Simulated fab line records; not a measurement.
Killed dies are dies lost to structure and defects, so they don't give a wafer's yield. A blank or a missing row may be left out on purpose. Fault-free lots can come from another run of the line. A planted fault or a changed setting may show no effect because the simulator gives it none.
Chamber matching :: flow n5-finfet :: rie-diel-02 running N5_BEOL_M8_STRIP_67: 4 sister chambers
The step strips in CF4. 16 wafers are shown with their chamber, then 8 later ones without.

WAFERS WITH THEIR CHAMBER
wafer: L075.2
chamber: 0
drypump-motor-current-A (A): 5.3
showerhead-plenum-p-Torr (Torr): 1.72
rf-vpp-V (V): 269.1

wafer: L075.5
chamber: 0
drypump-motor-current-A (A): 5.3
showerhead-plenum-p-Torr (Torr): 1.72
rf-vpp-V (V): 270.1

wafer: L075.6
chamber: 1
drypump-motor-current-A (A): 6.2
showerhead-plenum-p-Torr (Torr): 1.83
rf-vpp-V (V): 271.5

wafer: L080.3
chamber: 2
drypump-motor-current-A (A): 5.2
showerhead-plenum-p-Torr (Torr): 1.83
rf-vpp-V (V): 270.4

wafer: L080.4
chamber: 0
drypump-motor-current-A (A): 5.3
showerhead-plenum-p-Torr (Torr): 1.72
rf-vpp-V (V): 268.2

wafer: L080.5
chamber: 1
drypump-motor-current-A (A): 6.2
showerhead-plenum-p-Torr (Torr): 1.83
rf-vpp-V (V): 271.7

wafer: L077.3
chamber: 3
drypump-motor-current-A (A): 5.6
showerhead-plenum-p-Torr (Torr): 1.76
rf-vpp-V (V): 271.0

wafer: L077.5
chamber: 3
drypump-motor-current-A (A): 5.6
showerhead-plenum-p-Torr (Torr): 1.76
rf-vpp-V (V): 271.5

wafer: L077.6
chamber: 1
drypump-motor-current-A (A): 6.3
showerhead-plenum-p-Torr (Torr): 1.83
rf-vpp-V (V): 273.1

wafer: L087.1
chamber: 1
drypump-motor-current-A (A): 6.3
showerhead-plenum-p-Torr (Torr): 1.83
rf-vpp-V (V): 272.0

wafer: L087.4
chamber: 2
drypump-motor-current-A (A): 5.2
showerhead-plenum-p-Torr (Torr): 1.83
rf-vpp-V (V): 271.4

wafer: L087.5
chamber: 1
drypump-motor-current-A (A): 6.2
showerhead-plenum-p-Torr (Torr): 1.83
rf-vpp-V (V): 272.1

wafer: L089.1
chamber: 1
drypump-motor-current-A (A): 6.2
showerhead-plenum-p-Torr (Torr): 1.82
rf-vpp-V (V): 273.2

wafer: L089.4
chamber: 2
drypump-motor-current-A (A): 5.2
showerhead-plenum-p-Torr (Torr): 1.83
rf-vpp-V (V): 273.1

wafer: L089.5
chamber: 1
drypump-motor-current-A (A): 6.2
showerhead-plenum-p-Torr (Torr): 1.82
rf-vpp-V (V): 271.9

wafer: L092.2
chamber: 2
drypump-motor-current-A (A): 5.2
showerhead-plenum-p-Torr (Torr): 1.82
rf-vpp-V (V): 274.0

SIGNATURES (averages over the wafers above)
reading: drypump-motor-current-A
chamber 0: 5.300
chamber 1: 6.229
chamber 2: 5.200
chamber 3: 5.600
scatter within a chamber: 0.0345

reading: showerhead-plenum-p-Torr
chamber 0: 1.7200
chamber 1: 1.8271
chamber 2: 1.8275
chamber 3: 1.7600
scatter within a chamber: 0.00426

reading: rf-vpp-V
chamber 0: 269.133
chamber 1: 272.214
chamber 2: 272.225
chamber 3: 271.250
scatter within a chamber: 1.02
Rule: distance of a wafer from a chamber = root of the sum over the readings of ((wafer's reading minus chamber's mean) / reading's scatter) squared. The wafer belongs to the nearest chamber; if the next one is less than 2 further off, it can't be placed. The scatter is the square root of a quotient: the sum, over the shown wafers, of each reading's squared deviation from its chamber's mean, divided by wafers minus chambers.

WAFERS WITHOUT THEIR CHAMBER
wafer: L092.3
drypump-motor-current-A (A): 5.6
showerhead-plenum-p-Torr (Torr): 1.75
rf-vpp-V (V): 270.1

wafer: L092.4
drypump-motor-current-A (A): 5.6
showerhead-plenum-p-Torr (Torr): 1.75
rf-vpp-V (V): 270.0

wafer: L094.2
drypump-motor-current-A (A): 5.3
showerhead-plenum-p-Torr (Torr): 1.92
rf-vpp-V (V): 272.9

wafer: L094.3
drypump-motor-current-A (A): 5.2
showerhead-plenum-p-Torr (Torr): 1.82
rf-vpp-V (V): 272.0

wafer: L094.5
drypump-motor-current-A (A): 5.3
showerhead-plenum-p-Torr (Torr): 1.92
rf-vpp-V (V): 273.1

wafer: L095.1
drypump-motor-current-A (A): 5.3
showerhead-plenum-p-Torr (Torr): 1.92
rf-vpp-V (V): 274.5

wafer: L095.3
drypump-motor-current-A (A): 6.2
showerhead-plenum-p-Torr (Torr): 1.82
rf-vpp-V (V): 272.6

wafer: L095.4
drypump-motor-current-A (A): 5.6
showerhead-plenum-p-Torr (Torr): 1.75
rf-vpp-V (V): 269.8

WHICH CHAMBER EACH WENT THROUGH
wafer: L092.3
from the rows above: 3
in truth: 3

wafer: L092.4
from the rows above: 3
in truth: 3

wafer: L094.2
from the rows above: 2
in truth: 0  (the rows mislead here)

wafer: L094.3
from the rows above: 2
in truth: 2

wafer: L094.5
from the rows above: 2
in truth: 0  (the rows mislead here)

wafer: L095.1
from the rows above: 2
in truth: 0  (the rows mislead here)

wafer: L095.3
from the rows above: 1
in truth: 1

wafer: L095.4
from the rows above: 3
in truth: 3
Correct placement for 5 of the 8. Not placeable from these rows: 0. Number placed wrongly: 3.
